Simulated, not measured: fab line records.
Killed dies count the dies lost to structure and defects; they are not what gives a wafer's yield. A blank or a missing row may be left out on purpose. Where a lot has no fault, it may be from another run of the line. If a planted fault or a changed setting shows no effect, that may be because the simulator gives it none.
The tool behind it: which one? || flow nand-harc || Sampling: 24 lots, 72 wafers, 6 of 1159 route steps

WHAT THE GAUGES READ, wafer by wafer
NHARC_P_M1_INSPECT_27. Usual: raw-defect-count 328, standard deviation 120.
{"lot": "L074", "measured": "day 6 09:51", "on": "defect-inspect-02", "raw-defect-count": "271 236 273", "flag": ""}
{"lot": "L075", "measured": "day 6 16:47", "on": "defect-inspect-01", "raw-defect-count": "229 233 208", "flag": ""}
{"lot": "L076", "measured": "day 6 20:42", "on": "defect-inspect-01", "raw-defect-count": "307 281 347", "flag": ""}
{"lot": "L077", "measured": "day 7 02:22", "on": "defect-inspect-01", "raw-defect-count": "363 341 457", "flag": ""}
{"lot": "L078", "measured": "day 7 05:32", "on": "defect-inspect-02", "raw-defect-count": "513 392 560", "flag": ""}
{"lot": "L080", "measured": "day 7 08:04", "on": "defect-inspect-02", "raw-defect-count": "293 225 253", "flag": ""}
{"lot": "L079", "measured": "day 7 08:23", "on": "defect-inspect-01", "raw-defect-count": "296 271 318", "flag": ""}
{"lot": "L081", "measured": "day 7 20:19", "on": "defect-inspect-02", "raw-defect-count": "553 487 549", "flag": ""}
{"lot": "L082", "measured": "day 7 22:31", "on": "defect-inspect-01", "raw-defect-count": "327 431 229", "flag": ""}
{"lot": "L083", "measured": "day 8 12:59", "on": "defect-inspect-02", "raw-defect-count": "198 196 198", "flag": ""}
{"lot": "L085", "measured": "day 8 20:26", "on": "defect-inspect-02", "raw-defect-count": "229 398 245", "flag": ""}
{"lot": "L084", "measured": "day 8 21:24", "on": "defect-inspect-02", "raw-defect-count": "410 644 565", "flag": ""}
{"lot": "L088", "measured": "day 9 09:46", "on": "defect-inspect-01", "raw-defect-count": "269 320 308", "flag": ""}
{"lot": "L087", "measured": "day 9 11:26", "on": "defect-inspect-02", "raw-defect-count": "413 223 308", "flag": ""}
{"lot": "L086", "measured": "day 9 11:55", "on": "defect-inspect-01", "raw-defect-count": "185 151 247", "flag": ""}
{"lot": "L090", "measured": "day 10 04:48", "on": "defect-inspect-02", "raw-defect-count": "226 435 257", "flag": ""}
{"lot": "L089", "measured": "day 10 05:31", "on": "defect-inspect-02", "raw-defect-count": "348 309 293", "flag": ""}
{"lot": "L091", "measured": "day 10 12:09", "on": "defect-inspect-02", "raw-defect-count": "281 333 268", "flag": ""}
{"lot": "L092", "measured": "day 10 12:50", "on": "defect-inspect-02", "raw-defect-count": "354 296 280", "flag": ""}
{"lot": "L094", "measured": "day 10 21:47", "on": "defect-inspect-02", "raw-defect-count": "408 573 427", "flag": ""}
{"lot": "L093", "measured": "day 10 22:40", "on": "defect-inspect-02", "raw-defect-count": "517 436 489", "flag": ""}
{"lot": "L095", "measured": "day 11 16:43", "on": "defect-inspect-01", "raw-defect-count": "465 329 340", "flag": ""}
{"lot": "L096", "measured": "day 11 19:22", "on": "defect-inspect-02", "raw-defect-count": "262 253 263", "flag": ""}
{"lot": "L097", "measured": "day 12 07:28", "on": "defect-inspect-02", "raw-defect-count": "605 284 360", "flag": ""}

NHARC_P_M2_THK_MEAS_24: measures by xrf. Usual: thk-nm 144.5 nm, standard deviation 1.5.
{"lot": "L074", "measured": "day 6 13:52", "on": "film-metro-02", "thk-nm (nm)": "143.1 145.5 146.1", "flag": ""}
{"lot": "L075", "measured": "day 6 20:47", "on": "film-metro-01", "thk-nm (nm)": "145.3 142.2 147.7", "flag": ""}
{"lot": "L076", "measured": "day 7 00:41", "on": "film-metro-02", "thk-nm (nm)": "146.8 145.3 142.4", "flag": ""}
{"lot": "L077", "measured": "day 7 06:21", "on": "film-metro-01", "thk-nm (nm)": "145.2 143.5 145.4", "flag": ""}
{"lot": "L078", "measured": "day 7 09:32", "on": "film-metro-01", "thk-nm (nm)": "144.2 142.6 145.4", "flag": ""}
{"lot": "L080", "measured": "day 7 12:03", "on": "film-metro-01", "thk-nm (nm)": "143.7 144.1 145.6", "flag": ""}
{"lot": "L079", "measured": "day 7 12:14", "on": "film-metro-01", "thk-nm (nm)": "142.6 144.3 142.7", "flag": ""}
{"lot": "L081", "measured": "day 8 00:37", "on": "film-metro-02", "thk-nm (nm)": "143.9 144.6 146.1", "flag": ""}
{"lot": "L082", "measured": "day 8 02:37", "on": "film-metro-02", "thk-nm (nm)": "143.8 145.0 145.8", "flag": ""}
{"lot": "L083", "measured": "day 8 17:16", "on": "film-metro-01", "thk-nm (nm)": "145.4 144.0 145.1", "flag": ""}
{"lot": "L085", "measured": "day 9 00:34", "on": "film-metro-02", "thk-nm (nm)": "144.4 143.8 144.8", "flag": ""}
{"lot": "L084", "measured": "day 9 01:23", "on": "film-metro-02", "thk-nm (nm)": "144.6 141.7 146.9", "flag": ""}
{"lot": "L088", "measured": "day 9 13:59", "on": "film-metro-02", "thk-nm (nm)": "144.2 142.9 140.1", "flag": ""}
{"lot": "L087", "measured": "day 9 15:19", "on": "film-metro-01", "thk-nm (nm)": "142.5 142.1 143.2", "flag": ""}
{"lot": "L086", "measured": "day 9 15:46", "on": "film-metro-02", "thk-nm (nm)": "145.0 144.1 145.0", "flag": ""}
{"lot": "L090", "measured": "day 10 08:57", "on": "film-metro-02", "thk-nm (nm)": "146.5 145.6 145.2", "flag": ""}
{"lot": "L089", "measured": "day 10 09:40", "on": "film-metro-01", "thk-nm (nm)": "144.6 146.4 144.7", "flag": ""}
{"lot": "L091", "measured": "day 10 16:32", "on": "film-metro-02", "thk-nm (nm)": "146.0 144.9 144.6", "flag": ""}
{"lot": "L092", "measured": "day 10 17:40", "on": "film-metro-01", "thk-nm (nm)": "143.3 145.2 142.7", "flag": ""}
{"lot": "L094", "measured": "day 11 01:43", "on": "film-metro-01", "thk-nm (nm)": "145.4 144.4 145.2", "flag": ""}
{"lot": "L093", "measured": "day 11 02:40", "on": "film-metro-02", "thk-nm (nm)": "144.8 144.6 144.0", "flag": ""}
{"lot": "L095", "measured": "day 11 20:42", "on": "film-metro-02", "thk-nm (nm)": "145.3 143.8 143.3", "flag": ""}
{"lot": "L096", "measured": "day 11 23:23", "on": "film-metro-01", "thk-nm (nm)": "145.0 145.1 143.9", "flag": ""}
{"lot": "L097", "measured": "day 12 11:29", "on": "film-metro-02", "thk-nm (nm)": "141.4 142.1 145.3", "flag": ""}

NHARC_P_M2_INSPECT_27. Usual: raw-defect-count 310, standard deviation 120.
{"lot": "L074", "measured": "day 6 14:02", "on": "defect-inspect-02", "raw-defect-count": "228 311 223", "flag": ""}
{"lot": "L075", "measured": "day 6 20:56", "on": "defect-inspect-01", "raw-defect-count": "306 333 338", "flag": ""}
{"lot": "L076", "measured": "day 7 00:50", "on": "defect-inspect-01", "raw-defect-count": "313 299 451", "flag": ""}
{"lot": "L077", "measured": "day 7 06:31", "on": "defect-inspect-02", "raw-defect-count": "236 243 119", "flag": ""}
{"lot": "L078", "measured": "day 7 09:41", "on": "defect-inspect-02", "raw-defect-count": "345 234 287", "flag": ""}
{"lot": "L080", "measured": "day 7 12:13", "on": "defect-inspect-01", "raw-defect-count": "154 177 225", "flag": ""}
{"lot": "L079", "measured": "day 7 12:23", "on": "defect-inspect-02", "raw-defect-count": "344 202 305", "flag": ""}
{"lot": "L081", "measured": "day 8 00:46", "on": "defect-inspect-02", "raw-defect-count": "257 245 285", "flag": ""}
{"lot": "L082", "measured": "day 8 02:46", "on": "defect-inspect-01", "raw-defect-count": "280 388 207", "flag": ""}
{"lot": "L083", "measured": "day 8 17:26", "on": "defect-inspect-02", "raw-defect-count": "374 391 240", "flag": ""}
{"lot": "L085", "measured": "day 9 00:44", "on": "defect-inspect-01", "raw-defect-count": "239 416 181", "flag": ""}
{"lot": "L084", "measured": "day 9 01:32", "on": "defect-inspect-01", "raw-defect-count": "270 232 424", "flag": ""}
{"lot": "L088", "measured": "day 9 14:09", "on": "defect-inspect-02", "raw-defect-count": "362 321 282", "flag": ""}
{"lot": "L087", "measured": "day 9 15:28", "on": "defect-inspect-02", "raw-defect-count": "323 213 566", "flag": ""}
{"lot": "L086", "measured": "day 9 15:55", "on": "defect-inspect-01", "raw-defect-count": "296 264 316", "flag": ""}
{"lot": "L090", "measured": "day 10 09:07", "on": "defect-inspect-02", "raw-defect-count": "602 538 359", "flag": ""}
{"lot": "L089", "measured": "day 10 09:49", "on": "defect-inspect-02", "raw-defect-count": "207 178 184", "flag": ""}
{"lot": "L091", "measured": "day 10 16:47", "on": "defect-inspect-01", "raw-defect-count": "450 239 304", "flag": ""}
{"lot": "L092", "measured": "day 10 17:50", "on": "defect-inspect-02", "raw-defect-count": "385 281 396", "flag": ""}
{"lot": "L094", "measured": "day 11 01:52", "on": "defect-inspect-01", "raw-defect-count": "357 342 357", "flag": ""}
{"lot": "L093", "measured": "day 11 02:49", "on": "defect-inspect-02", "raw-defect-count": "263 213 225", "flag": ""}
{"lot": "L095", "measured": "day 11 20:52", "on": "defect-inspect-02", "raw-defect-count": "303 268 351", "flag": ""}
{"lot": "L096", "measured": "day 11 23:32", "on": "defect-inspect-02", "raw-defect-count": "222 141 300", "flag": ""}
{"lot": "L097", "measured": "day 12 11:38", "on": "defect-inspect-02", "raw-defect-count": "396 235 167", "flag": ""}

NHARC_P_BONDPAD_OVL_MEAS_38. Usual: overlay-x-nm -2 nm, standard deviation 5.8; overlay-y-nm 2 nm, standard deviation 5.2.
{"lot": "L074", "measured": "day 6 15:54", "on": "overlay-02", "overlay-x-nm (nm)": "-5 -6 -5", "overlay-y-nm (nm)": "2 1 2", "flag": ""}
{"lot": "L075", "measured": "day 6 22:40", "on": "overlay-01", "overlay-x-nm (nm)": "-1 -1 -1", "overlay-y-nm (nm)": "7 7 7", "flag": ""}
{"lot": "L076", "measured": "day 7 02:35", "on": "overlay-01", "overlay-x-nm (nm)": "-2 -1 -1", "overlay-y-nm (nm)": "-3 -3 -2", "flag": ""}
{"lot": "L077", "measured": "day 7 08:24", "on": "overlay-01", "overlay-x-nm (nm)": "12 12 12", "overlay-y-nm (nm)": "1 1 1", "flag": ""}
{"lot": "L078", "measured": "day 7 11:32", "on": "overlay-02", "overlay-x-nm (nm)": "-8 -8 -8", "overlay-y-nm (nm)": "-6 -6 -6", "flag": ""}
{"lot": "L080", "measured": "day 7 14:13", "on": "overlay-02", "overlay-x-nm (nm)": "-13 -13 -13", "overlay-y-nm (nm)": "6 6 6", "flag": ""}
{"lot": "L079", "measured": "day 7 14:29", "on": "overlay-02", "overlay-x-nm (nm)": "4 4 4", "overlay-y-nm (nm)": "0 0 0", "flag": ""}
{"lot": "L081", "measured": "day 8 02:29", "on": "overlay-01", "overlay-x-nm (nm)": "0 0 0", "overlay-y-nm (nm)": "7 6 7", "flag": ""}
{"lot": "L082", "measured": "day 8 04:39", "on": "overlay-02", "overlay-x-nm (nm)": "-4 -4 -4", "overlay-y-nm (nm)": "8 8 8", "flag": ""}
{"lot": "L083", "measured": "day 8 19:23", "on": "overlay-01", "overlay-x-nm (nm)": "-6 -5 -5", "overlay-y-nm (nm)": "2 2 3", "flag": ""}
{"lot": "L085", "measured": "day 9 02:37", "on": "overlay-01", "overlay-x-nm (nm)": "-5 -5 -5", "overlay-y-nm (nm)": "10 10 11", "flag": ""}
{"lot": "L084", "measured": "day 9 03:23", "on": "overlay-01", "overlay-x-nm (nm)": "-9 -8 -9", "overlay-y-nm (nm)": "-3 -2 -3", "flag": ""}
{"lot": "L088", "measured": "day 9 15:53", "on": "overlay-01", "overlay-x-nm (nm)": "-2 -2 -1", "overlay-y-nm (nm)": "2 2 1", "flag": ""}
{"lot": "L087", "measured": "day 9 17:13", "on": "overlay-01", "overlay-x-nm (nm)": "-6 -7 -6", "overlay-y-nm (nm)": "0 0 -1", "flag": ""}
{"lot": "L086", "measured": "day 9 17:41", "on": "overlay-02", "overlay-x-nm (nm)": "-3 -2 -2", "overlay-y-nm (nm)": "-8 -8 -8", "flag": ""}
{"lot": "L090", "measured": "day 10 11:01", "on": "overlay-02", "overlay-x-nm (nm)": "-4 -3 -3", "overlay-y-nm (nm)": "1 1 1", "flag": ""}
{"lot": "L089", "measured": "day 10 11:41", "on": "overlay-01", "overlay-x-nm (nm)": "-1 -1 -2", "overlay-y-nm (nm)": "6 6 6", "flag": ""}
{"lot": "L091", "measured": "day 10 18:38", "on": "overlay-02", "overlay-x-nm (nm)": "10 10 11", "overlay-y-nm (nm)": "9 8 9", "flag": ""}
{"lot": "L092", "measured": "day 10 19:46", "on": "overlay-02", "overlay-x-nm (nm)": "-3 -3 -3", "overlay-y-nm (nm)": "4 5 4", "flag": ""}
{"lot": "L094", "measured": "day 11 04:28", "on": "overlay-02", "overlay-x-nm (nm)": "7 8 7", "overlay-y-nm (nm)": "5 5 5", "flag": ""}
{"lot": "L093", "measured": "day 11 04:42", "on": "overlay-01", "overlay-x-nm (nm)": "-5 -4 -4", "overlay-y-nm (nm)": "2 2 1", "flag": ""}
{"lot": "L095", "measured": "day 11 22:37", "on": "overlay-02", "overlay-x-nm (nm)": "0 0 0", "overlay-y-nm (nm)": "2 2 2", "flag": ""}
{"lot": "L096", "measured": "day 12 01:17", "on": "overlay-02", "overlay-x-nm (nm)": "7 7 7", "overlay-y-nm (nm)": "-12 -11 -12", "flag": ""}
{"lot": "L097", "measured": "day 12 13:29", "on": "overlay-01", "overlay-x-nm (nm)": "-5 -5 -5", "overlay-y-nm (nm)": "-2 -2 -2", "flag": ""}

NHARC_P_BONDPAD_THK_MEAS_20: measures by xrf. Usual: thk-nm 161.1 nm, standard deviation 1.6.
{"lot": "L074", "measured": "day 6 18:24", "on": "film-metro-01", "thk-nm (nm)": "161.0 163.4 159.7", "flag": ""}
{"lot": "L075", "measured": "day 7 01:08", "on": "film-metro-01", "thk-nm (nm)": "160.3 158.9 159.7", "flag": ""}
{"lot": "L076", "measured": "day 7 05:04", "on": "film-metro-02", "thk-nm (nm)": "162.5 161.7 158.7", "flag": ""}
{"lot": "L077", "measured": "day 7 10:52", "on": "film-metro-01", "thk-nm (nm)": "159.7 162.8 162.6", "flag": ""}
{"lot": "L078", "measured": "day 7 14:00", "on": "film-metro-01", "thk-nm (nm)": "161.8 161.5 160.7", "flag": ""}
{"lot": "L080", "measured": "day 7 16:41", "on": "film-metro-01", "thk-nm (nm)": "158.7 161.3 160.8", "flag": ""}
{"lot": "L079", "measured": "day 7 16:59", "on": "film-metro-01", "thk-nm (nm)": "161.5 164.4 159.4", "flag": ""}
{"lot": "L081", "measured": "day 8 05:01", "on": "film-metro-01", "thk-nm (nm)": "159.9 161.4 160.9", "flag": ""}
{"lot": "L082", "measured": "day 8 07:08", "on": "film-metro-01", "thk-nm (nm)": "163.2 163.6 162.7", "flag": ""}
{"lot": "L083", "measured": "day 8 21:52", "on": "film-metro-01", "thk-nm (nm)": "165.0 161.0 160.4", "flag": ""}
{"lot": "L085", "measured": "day 9 05:05", "on": "film-metro-01", "thk-nm (nm)": "159.1 161.8 159.7", "flag": ""}
{"lot": "L084", "measured": "day 9 05:51", "on": "film-metro-01", "thk-nm (nm)": "160.3 164.4 159.9", "flag": ""}
{"lot": "L088", "measured": "day 9 18:28", "on": "film-metro-01", "thk-nm (nm)": "160.1 163.4 160.5", "flag": ""}
{"lot": "L087", "measured": "day 9 19:47", "on": "film-metro-02", "thk-nm (nm)": "162.2 164.2 164.6", "flag": ""}
{"lot": "L086", "measured": "day 9 20:17", "on": "film-metro-01", "thk-nm (nm)": "161.3 160.0 160.4", "flag": ""}
{"lot": "L090", "measured": "day 10 13:30", "on": "film-metro-01", "thk-nm (nm)": "160.6 161.5 163.5", "flag": ""}
{"lot": "L089", "measured": "day 10 14:12", "on": "film-metro-02", "thk-nm (nm)": "160.3 159.3 160.2", "flag": ""}
{"lot": "L091", "measured": "day 10 21:18", "on": "film-metro-01", "thk-nm (nm)": "160.8 162.4 159.9", "flag": ""}
{"lot": "L092", "measured": "day 10 22:25", "on": "film-metro-01", "thk-nm (nm)": "159.5 159.9 165.4", "flag": ""}
{"lot": "L094", "measured": "day 11 06:56", "on": "film-metro-01", "thk-nm (nm)": "161.6 158.2 161.9", "flag": ""}
{"lot": "L093", "measured": "day 11 07:11", "on": "film-metro-02", "thk-nm (nm)": "160.9 158.2 161.7", "flag": ""}
{"lot": "L095", "measured": "day 12 01:16", "on": "film-metro-02", "thk-nm (nm)": "160.6 160.5 160.4", "flag": ""}
{"lot": "L096", "measured": "day 12 03:49", "on": "film-metro-02", "thk-nm (nm)": "160.7 158.7 160.9", "flag": ""}
{"lot": "L097", "measured": "day 12 16:22", "on": "film-metro-01", "thk-nm (nm)": "158.2 160.1 161.4", "flag": ""}

WHAT TOOL EACH LOT RAN ON (gives the tool, then ch and the chambers of the sampled wafers, and finally the start)
{"lot": "L074", "NHARC_P_M2_ETCH_15": "rie-diel-11 ch 0,1, day 6 13:52 or earlier"}
{"lot": "L075", "NHARC_P_M2_ETCH_15": "rie-diel-11 ch 1,3, day 6 20:47 or earlier"}
{"lot": "L076", "NHARC_P_M2_ETCH_15": "rie-diel-07 ch 0,1,2, day 7 00:41 or earlier"}
{"lot": "L077", "NHARC_P_M2_ETCH_15": "rie-diel-11 ch 0,1,2, day 7 06:21 or earlier"}
{"lot": "L078", "NHARC_P_M2_ETCH_15": "rie-diel-11 ch 0,1,3, day 7 09:32 or earlier"}
{"lot": "L080", "NHARC_P_M2_ETCH_15": "rie-diel-07 ch 0,2,3, day 7 12:03 or earlier"}
{"lot": "L079", "NHARC_P_M2_ETCH_15": "rie-diel-11 ch 0,3, day 7 12:14 or earlier"}
{"lot": "L081", "NHARC_P_M2_ETCH_15": "rie-diel-07 ch 1,2, day 8 00:37 or earlier"}
{"lot": "L082", "NHARC_P_M2_ETCH_15": "rie-diel-03 ch 0,1,2, day 8 02:37 or earlier"}
{"lot": "L083", "NHARC_P_M2_ETCH_15": "rie-diel-11 ch 0,1,3, day 8 17:16 or earlier"}
{"lot": "L085", "NHARC_P_M2_ETCH_15": "rie-diel-03 ch 1,2,3, day 9 00:34 or earlier"}
{"lot": "L084", "NHARC_P_M2_ETCH_15": "rie-diel-07 ch 0,2,3, day 9 01:23 or earlier"}
{"lot": "L088", "NHARC_P_M2_ETCH_15": "rie-diel-11 ch 0,1,2, day 9 13:59 or earlier"}
{"lot": "L087", "NHARC_P_M2_ETCH_15": "rie-diel-07 ch 0,1, day 9 15:19 or earlier"}
{"lot": "L086", "NHARC_P_M2_ETCH_15": "rie-diel-03 ch 1,2,3, day 9 15:46 or earlier"}
{"lot": "L090", "NHARC_P_M2_ETCH_15": "rie-diel-07 ch 1,2,3, day 10 08:57 or earlier"}
{"lot": "L089", "NHARC_P_M2_ETCH_15": "rie-diel-11 ch 0,1,2, day 10 09:40 or earlier"}
{"lot": "L091", "NHARC_P_M2_ETCH_15": "rie-diel-03 ch 0,1,2, day 10 16:32 or earlier"}
{"lot": "L092", "NHARC_P_M2_ETCH_15": "rie-diel-03 ch 1,3, day 10 17:40 or earlier"}
{"lot": "L094", "NHARC_P_M2_ETCH_15": "rie-diel-11 ch 1,3, day 11 01:43 or earlier"}
{"lot": "L093", "NHARC_P_M2_ETCH_15": "rie-diel-11 ch 0,1,2, day 11 02:40 or earlier"}
{"lot": "L095", "NHARC_P_M2_ETCH_15": "rie-diel-11 ch 0,1,3, day 11 20:42 or earlier"}
{"lot": "L096", "NHARC_P_M2_ETCH_15": "rie-diel-11 ch 0,1,3, day 11 23:23 or earlier"}
{"lot": "L097", "NHARC_P_M2_ETCH_15": "rie-diel-07 ch 2,3, day 12 11:29 or earlier"}
- NHARC_P_M2_ETCH_15: etches the open film in C4F8/Ar, target depth 182.5 nm, time 91.2 s.

WHAT THE TOOLS THEMSELVES READ (means of the sampled wafers that have a number; where no wafer has one, the mark that the record gives instead)
NHARC_P_M2_ETCH_15. Usual: oes-product-au 0.943 a.u., standard deviation 0.025; rf-fwd-power-W 596.9 W, standard deviation 2; rf-vpp-V 442.0 V, standard deviation 2.9.
{"lot": "L074", "tool": "rie-diel-11", "oes-product-au (a.u.)": 0.933, "rf-fwd-power-W (W)": 598.5, "rf-vpp-V (V)": 444.5, "flag": ""}
{"lot": "L075", "tool": "rie-diel-11", "oes-product-au (a.u.)": 0.978, "rf-fwd-power-W (W)": 597.3, "rf-vpp-V (V)": 440.9, "flag": ""}
{"lot": "L076", "tool": "rie-diel-07", "oes-product-au (a.u.)": 0.927, "rf-fwd-power-W (W)": 597.0, "rf-vpp-V (V)": 444.3, "flag": ""}
{"lot": "L077", "tool": "rie-diel-11", "oes-product-au (a.u.)": 0.934, "rf-fwd-power-W (W)": 599.5, "rf-vpp-V (V)": 442.2, "flag": ""}
{"lot": "L078", "tool": "rie-diel-11", "oes-product-au (a.u.)": 0.976, "rf-fwd-power-W (W)": 596.0, "rf-vpp-V (V)": 443.0, "flag": ""}
{"lot": "L080", "tool": "rie-diel-07", "oes-product-au (a.u.)": 0.916, "rf-fwd-power-W (W)": 599.1, "rf-vpp-V (V)": 443.6, "flag": ""}
{"lot": "L079", "tool": "rie-diel-11", "oes-product-au (a.u.)": 0.981, "rf-fwd-power-W (W)": 597.2, "rf-vpp-V (V)": 442.9, "flag": ""}
{"lot": "L081", "tool": "rie-diel-07", "oes-product-au (a.u.)": 0.919, "rf-fwd-power-W (W)": 596.6, "rf-vpp-V (V)": 444.0, "flag": ""}
{"lot": "L082", "tool": "rie-diel-03", "oes-product-au (a.u.)": 0.922, "rf-fwd-power-W (W)": 596.1, "rf-vpp-V (V)": 442.3, "flag": ""}
{"lot": "L083", "tool": "rie-diel-11", "oes-product-au (a.u.)": 0.979, "rf-fwd-power-W (W)": 599.1, "rf-vpp-V (V)": 442.7, "flag": ""}
{"lot": "L085", "tool": "rie-diel-03", "oes-product-au (a.u.)": 0.922, "rf-fwd-power-W (W)": 596.1, "rf-vpp-V (V)": 441.5, "flag": ""}
{"lot": "L084", "tool": "rie-diel-07", "oes-product-au (a.u.)": 0.920, "rf-fwd-power-W (W)": 596.9, "rf-vpp-V (V)": 442.4, "flag": ""}
{"lot": "L088", "tool": "rie-diel-11", "oes-product-au (a.u.)": 0.959, "rf-fwd-power-W (W)": 595.4, "rf-vpp-V (V)": 443.0, "flag": ""}
{"lot": "L087", "tool": "rie-diel-07", "oes-product-au (a.u.)": 0.922, "rf-fwd-power-W (W)": 597.1, "rf-vpp-V (V)": 443.7, "flag": ""}
{"lot": "L086", "tool": "rie-diel-03", "oes-product-au (a.u.)": 0.918, "rf-fwd-power-W (W)": 596.0, "rf-vpp-V (V)": 440.7, "flag": ""}
{"lot": "L090", "tool": "rie-diel-07", "oes-product-au (a.u.)": 0.921, "rf-fwd-power-W (W)": 597.1, "rf-vpp-V (V)": 444.0, "flag": ""}
{"lot": "L089", "tool": "rie-diel-11", "oes-product-au (a.u.)": 0.936, "rf-fwd-power-W (W)": 596.3, "rf-vpp-V (V)": 441.3, "flag": ""}
{"lot": "L091", "tool": "rie-diel-03", "oes-product-au (a.u.)": 0.945, "rf-fwd-power-W (W)": 596.9, "rf-vpp-V (V)": 442.3, "flag": ""}
{"lot": "L092", "tool": "rie-diel-03", "oes-product-au (a.u.)": 0.940, "rf-fwd-power-W (W)": 593.2, "rf-vpp-V (V)": 443.8, "flag": ""}
{"lot": "L094", "tool": "rie-diel-11", "oes-product-au (a.u.)": 0.963, "rf-fwd-power-W (W)": 597.2, "rf-vpp-V (V)": 441.5, "flag": ""}
{"lot": "L093", "tool": "rie-diel-11", "oes-product-au (a.u.)": 0.966, "rf-fwd-power-W (W)": 597.1, "rf-vpp-V (V)": 442.8, "flag": ""}
{"lot": "L095", "tool": "rie-diel-11", "oes-product-au (a.u.)": 0.959, "rf-fwd-power-W (W)": 596.0, "rf-vpp-V (V)": 442.2, "flag": ""}
{"lot": "L096", "tool": "rie-diel-11", "oes-product-au (a.u.)": 0.968, "rf-fwd-power-W (W)": 596.2, "rf-vpp-V (V)": 441.4, "flag": ""}
{"lot": "L097", "tool": "rie-diel-07", "oes-product-au (a.u.)": 0.923, "rf-fwd-power-W (W)": 596.7, "rf-vpp-V (V)": 443.5, "flag": ""}

THE ANSWER, worked out from the rows above alone
Rule: a lot is off if the mean of its wafers that have a number lies more than 3 standard deviations from the usual mean. A lot without any number at a reading at which 4 lots or more have one is off too. Where the step has rows for the other lots, those lots are counted as sound. First the gauges in route order, then the tools' own readings, where a lot's mean is used as printed above. The first step at which some lot is off is used, and at that step the reading that is off furthest; a lot without a number counts as furthest.
Across all readings shown, no lot is off: no conclusion can be drawn from this.

WHAT THE SIMULATOR HAD INSERTED
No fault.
